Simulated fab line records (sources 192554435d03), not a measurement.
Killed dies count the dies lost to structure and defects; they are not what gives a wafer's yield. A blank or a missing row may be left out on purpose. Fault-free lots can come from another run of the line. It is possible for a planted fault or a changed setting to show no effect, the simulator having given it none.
One fault seen from 2 desks	flow n5-finfet	every desk sees just its own numbers, and what lay behind them comes last

## THE METROLOGY DESK
Lot by lot, what the gauges showed, no matter which tool ran the lot: averages of those sampled wafers that carry a number. A lot is out of limits, marked OUT, if its mean lies more than 4 standard deviations from the usual mean; the brackets give that distance. 7 of its 10 readings are shown, namely those furthest out on some lot.
Columns: A = DIBL_P at N5_BEOL_M4_RC_MEAS_101, usual 36.2 mV/V; B = IOFF_N at N5_BEOL_M4_RC_MEAS_101, usual 0.16 nA/um; C = ION_N at N5_BEOL_M4_RC_MEAS_101, usual 671 uA/um; D = ION_P at N5_BEOL_M4_RC_MEAS_101, usual 461 uA/um; E = SS_N at N5_BEOL_M4_RC_MEAS_101, usual 71.5 mV/dec; F = VT_N at N5_BEOL_M4_RC_MEAS_101, usual 251 mV; G = VT_P at N5_BEOL_M4_RC_MEAS_101, usual -250 mV
lot	first seen here	A	B	C	D	E	F	G
L545	day 8 12:22	34.3	0.14	664	464	71.3	252	-246
L548	day 9 14:58	37.6	0.16	665	458	71.6	251	-248
L549	day 9 23:35	39.1	0.19	681	460	72.5	249	-250
L558	day 11 18:24	36.9	0.16	672	461	71.9	252	-248
L560	day 12 11:42	36.3	0.16	671	466	71.6	249	-249
L559	day 12 12:41	38.5	0.17	677	461	71.5	251	-249
L564	day 12 22:44	32.9	0.11	655	452	70.9	256	-253
L567	day 13 20:39	37.8	0.19	672	462	72.0	249	-247
L568	day 14 06:51	36.4	0.15	680	465	70.9	252	-256
This desk's verdict: no lot among the 9 shows anything out of limits.

## AT THE TOOL OWNER'S DESK: litho-track-05
The tool's own readings at N5_BEOL_M4_COAT_76 (time 60 s, resist thk 5 nm): means of the sampled wafers that have a number, for each lot that ran on this tool. A lot is out of limits, marked OUT, if its mean lies more than 4 standard deviations from the usual mean; the brackets give that distance.
Columns: A = dispense-pressure-kPa at N5_BEOL_M4_COAT_76, usual 50.7 kPa; B = exhaust-pa at N5_BEOL_M4_COAT_76, usual 45.0 Pa; C = spin-speed-rpm at N5_BEOL_M4_COAT_76, usual 1499.8 rpm
lot	first seen here	A	B	C
L545	day 7 18:26	49.4	45.5	1500.4
L548	day 9 08:14	49.4	46.0	1641.8 (+99 or more) OUT
L549	day 9 13:37	49.4	45.4	1641.6 (+99 or more) OUT
L567	day 13 08:32	49.3	45.0	1499.4
L568	day 13 18:55	49.3	45.1	1499.5
Finding of this desk: L548, L549 out of limits; the first was L548 at day 9 08:14, on spin-speed-rpm at N5_BEOL_M4_COAT_76. L545, L567, L568 stayed within limits.

## TAKEN TOGETHER
The tool owner's desk had the chance to raise an alarm at day 9 08:14 on L548, L549.
From the metrology desk's view, nothing was out of limits.
The metrology desk holds a record of L548, L549, inside its limits.
The lots listed all ran N5_BEOL_M4_COAT_76 on litho-track-05.

## WHAT THE SIMULATOR HAD PUT IN
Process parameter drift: litho-track-05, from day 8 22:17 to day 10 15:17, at N5_BEOL_M4_COAT_76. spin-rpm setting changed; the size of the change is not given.
Struck lots among those shown: L548, L549.
Each desk's first reading out of limits, in hours after the fault started: the tool owner's desk, 10.
